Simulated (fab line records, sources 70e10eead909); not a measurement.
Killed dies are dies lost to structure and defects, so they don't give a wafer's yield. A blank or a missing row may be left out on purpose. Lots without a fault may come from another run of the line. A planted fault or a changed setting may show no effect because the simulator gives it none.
Which tool did it? | flow nand_harc | 24 lots, 72 wafers sampled, at 6 steps of a route of 1302

WHAT THE GAUGES READ, wafer by wafer
The record holds no reading of a measuring or inspecting step that can be judged against a usual standard deviation.

WHICH TOOL RAN EACH LOT (tool, then ch and the chambers of the sampled wafers, then the start)
lot  | NHARC_A_STAIRCASE_DESCUM_291       | NHARC_A_STAIRCASE_ETCH_315                    | NHARC_A_STAIRCASE_DESCUM_443       | NHARC_A_STAIRCASE_CMP_152     | NHARC_A_STAIRCASE_CMP_472     | NHARC_A_SGD_CUT_CMP_21
L074 | rie_diel-12 ch 0,1, day 16 12:22   | rie_diel-12 ch 0,1,3, day 18 14:19 or earlier | rie_diel-02 ch 0,2, day 18 14:19   | cmp-02 ch 2,3, day 18 20:07   | cmp-03 ch 0,3, day 18 21:30   | cmp-01 ch 0,1,2, day 19 05:25
L075 | rie_diel-12 ch 1,2, day 17 05:40   | rie_diel-12 ch 0,1, day 19 09:02 or earlier   | rie_diel-12 ch 0,1, day 19 09:02   | cmp-01 ch 0,3, day 19 14:22   | cmp-01 ch 0,1, day 19 15:46   | cmp-03 ch 0,2,3, day 19 23:11
L077 | rie_diel-09 ch 0,1,3, day 17 15:02 | rie_diel-09 ch 0,2,3, day 19 18:19 or earlier | rie_diel-02 ch 0,2,3, day 19 18:19 | cmp-02 ch 1,3, day 19 23:38   | cmp-01 ch 0,1,2, day 20 01:27 | cmp-03 ch 1,2,3, day 20 08:01
L076 | rie_diel-12 ch 2,3, day 17 15:45   | rie_diel-02 ch 0,1,2, day 19 18:08 or earlier | rie_diel-09 ch 0,3, day 19 18:08   | cmp-03 ch 1,2,3, day 19 23:30 | cmp-02 ch 0,1,3, day 20 00:54 | cmp-04 ch 0,3, day 20 08:01
L078 | rie_diel-09 ch 0,3, day 18 14:41   | rie_diel-02 ch 1,2, day 20 13:31 or earlier   | rie_diel-12 ch 0,3, day 20 13:31   | cmp-02 ch 0,1, day 20 18:50   | cmp-03 ch 0,1,2, day 20 20:16 | cmp-03 ch 1,2,3, day 21 04:18
L079 | rie_diel-09 ch 2,3, day 18 21:17   | rie_diel-12 ch 0,2, day 20 21:33 or earlier   | rie_diel-09 ch 1,2,3, day 20 21:33 | cmp-03 ch 1,2,3, day 21 03:22 | cmp-02 ch 0,2,3, day 21 04:50 | cmp-01 ch 0,1,3, day 21 12:02
L081 | rie_diel-02 ch 1,3, day 19 15:26   | rie_diel-09 ch 1,3, day 21 13:59 or earlier   | rie_diel-09 ch 0,2,3, day 21 13:59 | cmp-01 ch 1,3, day 21 20:19   | cmp-02 ch 0,1,3, day 21 21:44 | cmp-03 ch 0,2,3, day 22 07:32
L080 | rie_diel-09 ch 1,2,3, day 19 15:45 | rie_diel-02 ch 1,3, day 21 14:09 or earlier   | rie_diel-02 ch 0,3, day 21 14:09   | cmp-01 ch 1,2,3, day 21 19:34 | cmp-02 ch 0,3, day 21 21:03   | cmp-04 ch 0,1,3, day 22 07:34
L082 | rie_diel-09 ch 0,2,3, day 20 12:46 | rie_diel-09 ch 1,2, day 22 12:34 or earlier   | rie_diel-12 ch 0,1,2, day 22 12:34 | cmp-02 ch 0,1,3, day 22 17:52 | cmp-02 ch 2,3, day 22 19:16   | cmp-04 ch 0,1,2, day 23 02:22
L083 | rie_diel-02 ch 1,2,3, day 20 22:13 | rie_diel-02 ch 1,2,3, day 22 20:41 or earlier | rie_diel-12 ch 0,2, day 22 20:41   | cmp-02 ch 0,2, day 23 02:58   | cmp-02 ch 0,1,3, day 23 04:25 | cmp-03 ch 1,2, day 23 11:28
L084 | rie_diel-02 ch 0,2,3, day 20 22:42 | rie_diel-09 ch 0,1,3, day 22 20:32 or earlier | rie_diel-09 ch 1,2,3, day 22 20:32 | cmp-02 ch 0,1,2, day 23 02:47 | cmp-02 ch 1,2,3, day 23 04:16 | cmp-04 ch 1,2,3, day 23 11:28
L086 | rie_diel-02 ch 0,1, day 21 19:02   | rie_diel-12 ch 0,1,2, day 23 18:58 or earlier | rie_diel-02 ch 0,1, day 23 18:58   | cmp-02 ch 1,2,3, day 24 00:21 | cmp-02 ch 1,2,3, day 24 01:46 | cmp-04 ch 0,1,3, day 24 09:14
L085 | rie_diel-12 ch 0,1, day 21 22:22   | rie_diel-02 ch 1,2,3, day 23 19:09 or earlier | rie_diel-12 ch 0,2,3, day 23 19:09 | cmp-03 ch 0,2,3, day 24 00:28 | cmp-02 ch 0,1,3, day 24 01:57 | cmp-03 ch 0,2,3, day 24 09:09
L088 | rie_diel-02 ch 0,2,3, day 22 16:59 | rie_diel-02 ch 1,2, day 24 19:04 or earlier   | rie_diel-12 ch 0,2,3, day 24 19:04 | cmp-02 ch 0,1,3, day 25 00:31 | cmp-02 ch 0,1,2, day 25 03:07 | cmp-03 ch 1,2,3, day 25 12:58
L087 | rie_diel-02 ch 2,3, day 22 19:03   | rie_diel-09 ch 0,2,3, day 24 18:44 or earlier | rie_diel-09 ch 1,2,3, day 24 18:44 | cmp-02 ch 0,3, day 25 01:08   | cmp-03 ch 0,1,2, day 25 03:35 | cmp-04 ch 1,2, day 25 12:53
L089 | rie_diel-02 ch 0,1,3, day 22 23:23 | rie_diel-12 ch 0,1, day 25 00:25 or earlier   | rie_diel-09 ch 0,3, day 25 00:25   | cmp-02 ch 1,3, day 25 05:47   | cmp-02 ch 1,2,3, day 25 07:15 | cmp-01 ch 0,1, day 25 12:53
L090 | rie_diel-12 ch 0,3, day 23 09:13   | rie_diel-02 ch 0,1,2, day 25 16:29 or earlier | rie_diel-12 ch 0,3, day 25 16:29   | cmp-03 ch 2,3, day 25 21:56   | cmp-01 ch 0,2, day 25 23:18   | cmp-01 ch 1,2, day 26 06:53
L091 | rie_diel-09 ch 1,2, day 23 20:41   | rie_diel-09 ch 0,1, day 25 16:39 or earlier   | rie_diel-02 ch 0,2, day 25 16:39   | cmp-02 ch 2,3, day 25 21:59   | cmp-03 ch 0,2,3, day 25 23:25 | cmp-03 ch 2,3, day 26 06:53
L093 | rie_diel-02 ch 0,1, day 24 05:59   | rie_diel-09 ch 0,3, day 26 01:56 or earlier   | rie_diel-09 ch 2,3, day 26 01:56   | cmp-03 ch 1,3, day 26 07:41   | cmp-01 ch 1,2, day 26 09:05   | cmp-03 ch 0,1, day 26 17:56
L092 | rie_diel-12 ch 0,1,3, day 24 06:23 | rie_diel-02 ch 0,1,2, day 26 01:46 or earlier | rie_diel-12 ch 0,1,2, day 26 01:46 | cmp-01 ch 0,2,3, day 26 08:04 | cmp-03 ch 0,1,2, day 26 09:30 | cmp-04 ch 1,2,3, day 26 17:58
L094 | rie_diel-12 ch 0,2, day 25 02:26   | rie_diel-09 ch 0,1,3, day 27 03:09 or earlier | rie_diel-09 ch 1,2,3, day 27 03:09 | cmp-02 ch 0,2, day 27 08:29   | cmp-03 ch 0,1,2, day 27 09:53 | cmp-04 ch 0,2,3, day 27 17:52
L095 | rie_diel-12 ch 1,2, day 25 20:32   | rie_diel-12 ch 0,1, day 27 20:20 or earlier   | rie_diel-02 ch 0,1,2, day 27 20:20 | cmp-02 ch 1,3, day 28 01:41   | cmp-03 ch 0,1, day 28 03:08   | cmp-03 ch 0,2, day 28 12:16
L096 | rie_diel-09 ch 0,2,3, day 26 05:21 | rie_diel-12 ch 0,2, day 28 08:56 or earlier   | rie_diel-12 ch 0,1,3, day 28 08:56 | cmp-01 ch 2,3, day 28 14:20   | cmp-03 ch 0,2, day 28 15:41   | cmp-04 ch 2,3, day 28 23:34
L097 | rie_diel-02 ch 0,1,3, day 26 07:58 | rie_diel-12 ch 0,3, day 28 16:14 or earlier   | rie_diel-09 ch 2,3, day 28 16:14   | cmp-03 ch 1,2,3, day 28 21:40 | cmp-03 ch 0,2,3, day 28 23:07 | cmp-03 ch 0,3, day 29 07:43
- NHARC_A_STAIRCASE_DESCUM_291: chemistry O2, time 3 s.
- NHARC_A_STAIRCASE_ETCH_315: etches the open film in C4F8/O2/Ar, target depth 2500 nm, time 607.1 s.
- NHARC_A_STAIRCASE_DESCUM_443: chemistry O2, time 3 s.
- NHARC_A_STAIRCASE_CMP_152: polishes.
- NHARC_A_STAIRCASE_CMP_472: polishes SiO2.
- NHARC_A_SGD_CUT_CMP_21: polishes, target thk 148.19 nm.

WHAT THE TOOLS THEMSELVES READ (means of the sampled wafers that have a number; where no wafer has one, the mark that the record gives instead)
NHARC_A_STAIRCASE_DESCUM_291.
lot  | tool        | drypump_motor_current_A (A) | oes_product_au (a.u.) | rf_vpp_V (V) | showerhead_plenum_p_Torr (Torr) | throttle_valve_pct (%)
L074 | rie_diel-12 | 5.77                        | 0.991                 | 57.8         | 1.93                            | 11.314
L075 | rie_diel-12 | 5.80                        | 1.009                 | 58.1         | 1.95                            | 11.311
L077 | rie_diel-09 | 5.91                        | 1.006                 | 58.3         | 1.96                            | 11.306
L076 | rie_diel-12 | 5.72                        | 1.013                 | 58.1         | 1.90                            | 11.311
L078 | rie_diel-09 | 5.92                        | 1.010                 | 59.0         | 2.00                            | 11.315
L079 | rie_diel-09 | 6.07                        | 1.016                 | 58.2         | 2.00                            | 11.303
L081 | rie_diel-02 | 5.37                        | 0.995                 | 57.3         | 1.93                            | 11.315
L080 | rie_diel-09 | 6.06                        | 1.012                 | 59.0         | 1.94                            | 11.313
L082 | rie_diel-09 | 6.10                        | 1.000                 | 58.2         | 1.98                            | 11.313
L083 | rie_diel-02 | 5.55                        | 0.998                 | 57.6         | 1.88                            | 11.306
L084 | rie_diel-02 | 5.74                        | 1.007                 | 58.3         | 1.96                            | 11.318
L086 | rie_diel-02 | 5.81                        | 1.006                 | 57.9         | 1.88                            | 11.314
L085 | rie_diel-12 | 5.80                        | 0.990                 | 57.2         | 1.93                            | 11.308
L088 | rie_diel-02 | 5.72                        | 1.003                 | 57.3         | 1.95                            | 11.317
L087 | rie_diel-02 | 5.44                        | 1.000                 | 58.0         | 1.93                            | 11.316
L089 | rie_diel-02 | 5.67                        | 0.995                 | 57.4         | 1.93                            | 11.314
L090 | rie_diel-12 | 5.82                        | 0.993                 | 58.8         | 2.02                            | 11.301
L091 | rie_diel-09 | 6.06                        | 0.999                 | 57.8         | 1.87                            | 11.317
L093 | rie_diel-02 | 5.80                        | 1.004                 | 58.2         | 1.87                            | 11.316
L092 | rie_diel-12 | 5.81                        | 0.992                 | 57.2         | 1.97                            | 11.309
L094 | rie_diel-12 | 5.69                        | 1.003                 | 58.7         | 1.92                            | 11.311
L095 | rie_diel-12 | 5.79                        | 0.998                 | 58.3         | 1.93                            | 11.314
L096 | rie_diel-09 | 6.07                        | 1.007                 | 57.7         | 1.96                            | 11.309
L097 | rie_diel-02 | 5.66                        | 0.988                 | 58.9         | 1.93                            | 11.302

NHARC_A_STAIRCASE_ETCH_315.
lot  | tool        | oes_product_au (a.u.) | rf_vpp_V (V)
L074 | rie_diel-12 | 0.935                 | 1823
L075 | rie_diel-12 | 0.939                 | 1830
L077 | rie_diel-09 | 0.938                 | 1835
L076 | rie_diel-02 | 0.924                 | 1826
L078 | rie_diel-02 | 0.927                 | 1819
L079 | rie_diel-12 | 0.937                 | 1833
L081 | rie_diel-09 | 0.935                 | 1828
L080 | rie_diel-02 | 0.917                 | 1821
L082 | rie_diel-09 | 0.933                 | 1824
L083 | rie_diel-02 | 0.935                 | 1823
L084 | rie_diel-09 | 0.934                 | 1832
L086 | rie_diel-12 | 0.935                 | 1831
L085 | rie_diel-02 | 0.934                 | 1822
L088 | rie_diel-02 | 0.925                 | 1817
L087 | rie_diel-09 | 0.940                 | 1834
L089 | rie_diel-12 | 0.941                 | 1828
L090 | rie_diel-02 | 0.931                 | 1824
L091 | rie_diel-09 | 0.930                 | 1829
L093 | rie_diel-09 | 0.933                 | 1837
L092 | rie_diel-02 | 0.937                 | 1824
L094 | rie_diel-09 | 0.940                 | 1831
L095 | rie_diel-12 | 0.921                 | 1827
L096 | rie_diel-12 | 0.932                 | 1827
L097 | rie_diel-12 | 0.926                 | 1833

NHARC_A_STAIRCASE_DESCUM_443.
lot  | tool        | drypump_motor_current_A (A) | oes_product_au (a.u.) | rf_vpp_V (V) | showerhead_plenum_p_Torr (Torr) | throttle_valve_pct (%)
L074 | rie_diel-02 | 5.88                        | 1.005                 | 56.7         | 1.92                            | 11.312
L075 | rie_diel-12 | 5.82                        | 1.004                 | 59.0         | 1.94                            | 11.315
L077 | rie_diel-02 | 5.72                        | 0.990                 | 57.3         | 1.96                            | 11.308
L076 | rie_diel-09 | 5.94                        | 1.011                 | 58.1         | 2.00                            | 11.306
L078 | rie_diel-12 | 5.82                        | 0.986                 | 58.0         | 2.03                            | 11.322
L079 | rie_diel-09 | 6.07                        | 1.001                 | 57.5         | 1.93                            | 11.310
L081 | rie_diel-09 | 6.11                        | 1.003                 | 57.7         | 1.97                            | 11.310
L080 | rie_diel-02 | 5.84                        | 1.008                 | 57.9         | 2.01                            | 11.307
L082 | rie_diel-12 | 5.75                        | 0.998                 | 57.8         | 1.94                            | 11.299
L083 | rie_diel-12 | 5.69                        | 1.004                 | 58.8         | 1.93                            | 11.316
L084 | rie_diel-09 | 6.04                        | 1.005                 | 57.7         | 1.93                            | 11.311
L086 | rie_diel-02 | 5.95                        | 1.004                 | 58.1         | 1.95                            | 11.315
L085 | rie_diel-12 | 5.75                        | 0.987                 | 57.9         | 1.98                            | 11.305
L088 | rie_diel-12 | 5.75                        | 0.992                 | 58.3         | 1.98                            | 11.311
L087 | rie_diel-09 | 6.04                        | 1.008                 | 58.3         | 1.93                            | 11.313
L089 | rie_diel-09 | 5.88                        | 1.005                 | 58.8         | 2.01                            | 11.314
L090 | rie_diel-12 | 5.78                        | 0.995                 | 59.4         | 1.96                            | 11.305
L091 | rie_diel-02 | 6.01                        | 0.997                 | 57.4         | 1.96                            | 11.305
L093 | rie_diel-09 | 6.06                        | 1.002                 | 57.7         | 1.99                            | 11.320
L092 | rie_diel-12 | 5.74                        | 1.006                 | 57.7         | 1.93                            | 11.319
L094 | rie_diel-09 | 6.07                        | 1.009                 | 58.0         | 1.92                            | 11.303
L095 | rie_diel-02 | 5.83                        | 1.004                 | 57.0         | 1.88                            | 11.323
L096 | rie_diel-12 | 5.80                        | 0.997                 | 57.9         | 1.96                            | 11.315
L097 | rie_diel-09 | 6.25                        | 1.001                 | 57.2         | 1.93                            | 11.308

NHARC_A_STAIRCASE_CMP_152.
lot  | tool   | motor_current_A (A)
L074 | cmp-02 | 12.0
L075 | cmp-01 | 11.8
L077 | cmp-02 | 12.6
L076 | cmp-03 | 11.4
L078 | cmp-02 | 11.4
L079 | cmp-03 | 11.0
L081 | cmp-01 | 12.6
L080 | cmp-01 | 11.7
L082 | cmp-02 | 12.8
L083 | cmp-02 | 12.0
L084 | cmp-02 | 11.8
L086 | cmp-02 | 11.8
L085 | cmp-03 | 10.6
L088 | cmp-02 | 12.8
L087 | cmp-02 | 13.5
L089 | cmp-02 | 11.4
L090 | cmp-03 | 11.2
L091 | cmp-02 | 11.7
L093 | cmp-03 | 11.1
L092 | cmp-01 | 11.4
L094 | cmp-02 | 12.2
L095 | cmp-02 | 12.3
L096 | cmp-01 | 11.7
L097 | cmp-03 | 11.3

NHARC_A_STAIRCASE_CMP_472.
lot  | tool   | motor_current_A (A)
L074 | cmp-03 | 10.2
L075 | cmp-01 | 12.0
L077 | cmp-01 | 11.6
L076 | cmp-02 | 12.5
L078 | cmp-03 | 10.6
L079 | cmp-02 | 13.1
L081 | cmp-02 | 12.3
L080 | cmp-02 | 13.8
L082 | cmp-02 | 12.6
L083 | cmp-02 | 12.7
L084 | cmp-02 | 11.5
L086 | cmp-02 | 11.8
L085 | cmp-02 | 13.0
L088 | cmp-02 | 11.9
L087 | cmp-03 | 11.0
L089 | cmp-02 | 11.9
L090 | cmp-01 | 11.0
L091 | cmp-03 | 10.8
L093 | cmp-01 | 11.8
L092 | cmp-03 | 10.7
L094 | cmp-03 | 10.6
L095 | cmp-03 | 10.4
L096 | cmp-03 | 10.2
L097 | cmp-03 | 10.3

NHARC_A_SGD_CUT_CMP_21.
lot  | tool   | motor_current_A (A) | time_to_endpoint_s (s)
L074 | cmp-01 | 11.3                | 49.0
L075 | cmp-03 | 10.6                | 51.3
L077 | cmp-03 | 11.0                | 49.2
L076 | cmp-04 | 10.5                | 51.8
L078 | cmp-03 | 11.3                | 51.2
L079 | cmp-01 | 11.6                | 47.5
L081 | cmp-03 | 10.5                | 53.5
L080 | cmp-04 | 10.9                | 53.0
L082 | cmp-04 | 10.3                | 48.5
L083 | cmp-03 | 11.1                | 52.7
L084 | cmp-04 | 11.3                | 50.7
L086 | cmp-04 | 10.7                | 48.2
L085 | cmp-03 | 10.7                | 51.5
L088 | cmp-03 | 11.1                | 47.5
L087 | cmp-04 | 11.0                | 48.3
L089 | cmp-01 | 12.0                | 46.9
L090 | cmp-01 | 12.2                | 49.2
L091 | cmp-03 | 11.0                | 50.6
L093 | cmp-03 | 10.5                | 53.2
L092 | cmp-04 | 11.2                | 46.4
L094 | cmp-04 | 10.3                | 50.3
L095 | cmp-03 | 10.4                | 52.7
L096 | cmp-04 | 10.9                | 52.3
L097 | cmp-03 | 10.2                | 51.7

THE ANSWER, worked out from the rows above alone
Rule: what is usual is taken from the lots themselves. Put in order of their means at a reading, lots are off if they are a third of the lots or fewer, leave a main group of 4 or more, and stand apart from it by a gap of 3 or more times the standard deviation of the main group's means; of several such gaps the widest counts. A main group whose means are all the same, to the digits that the tables above print for the reading, isn't used. A lot without any number at a reading at which 4 lots or more have one is off too. The other lots that the step has rows for count as sound. The gauges are gone through in route order, then the tools' own readings, and for those a lot's mean is taken as printed above. The first step at which some lot is off is used, and at that step the reading that is off furthest; a lot without a number counts as furthest.
No lot is off at any reading shown: from this, nothing can be told.

WHAT THE SIMULATOR HAD PUT IN
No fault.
